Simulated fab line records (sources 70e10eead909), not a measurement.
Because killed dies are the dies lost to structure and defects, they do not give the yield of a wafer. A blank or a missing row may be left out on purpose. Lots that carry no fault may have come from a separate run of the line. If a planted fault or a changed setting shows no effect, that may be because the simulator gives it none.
Matching of chambers | flow nand-harc | 3 sister chambers for NHARC_A_STAIRCASE_DEP_151 on pecvd-04
The step deposits SiO2, target thk 7200 nm. 6 wafers are shown with their chamber, then 9 later ones without.

== WAFERS WITH THEIR CHAMBER ==
wafer  | chamber | heater-power-w (W) | susceptor-temp-C (C)
L081.1 | 2       | 693                | 400.56
L081.2 | 1       | 590                | 400.27
L081.3 | 0       | 876                | 399.58
L082.1 | 0       | 797                | 400.31
L082.3 | 2       | 722                | 400.18
L082.5 | 1       | 549                | 399.64

== WAFERS WITH NO CHAMBER GIVEN ==
wafer  | heater-power-w (W) | susceptor-temp-C (C)
L083.2 | 900                | 400.19
L083.5 | 754                | 400.21
L083.6 | 531                | 400.36
L087.1 | 643                | 400.66
L087.2 | 742                | 400.23
L087.4 | 561                | 400.09
L089.2 | 640                | 400.07
L089.3 | 811                | 399.98
L089.6 | 599                | 399.76

== WHICH CHAMBER EACH WENT THROUGH ==
wafer  | from the rows above     | in truth
L083.2 | 0                       | 0
L083.5 | can't be placed: 2 or 0 | 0
L083.6 | 1                       | 1
L087.1 | can't be placed: 2 or 1 | 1
L087.2 | can't be placed: 2 or 0 | 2
L087.4 | 1                       | 1
L089.2 | can't be placed: 1 or 2 | 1
L089.3 | 0                       | 0
L089.6 | 1                       | 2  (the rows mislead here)
Correctly placed: 4 of 9. These rows do not allow placing 4 (true chamber among the candidates in 4). Placed wrongly: 1.
How it was worked out, from the rows above alone: a wafer's distance from a chamber is the root of the sum, over the readings, of the square of ((its reading less the chamber's mean) divided by the reading's scatter). If the next closest chamber is less than 2 further off than the closest, the wafer can't be placed; otherwise it belongs to the closest. A chamber's mean is the mean of its shown wafers. The scatter is the square root of a quotient: the sum, over the shown wafers, of each reading's squared deviation from its chamber's mean, divided by wafers minus chambers.
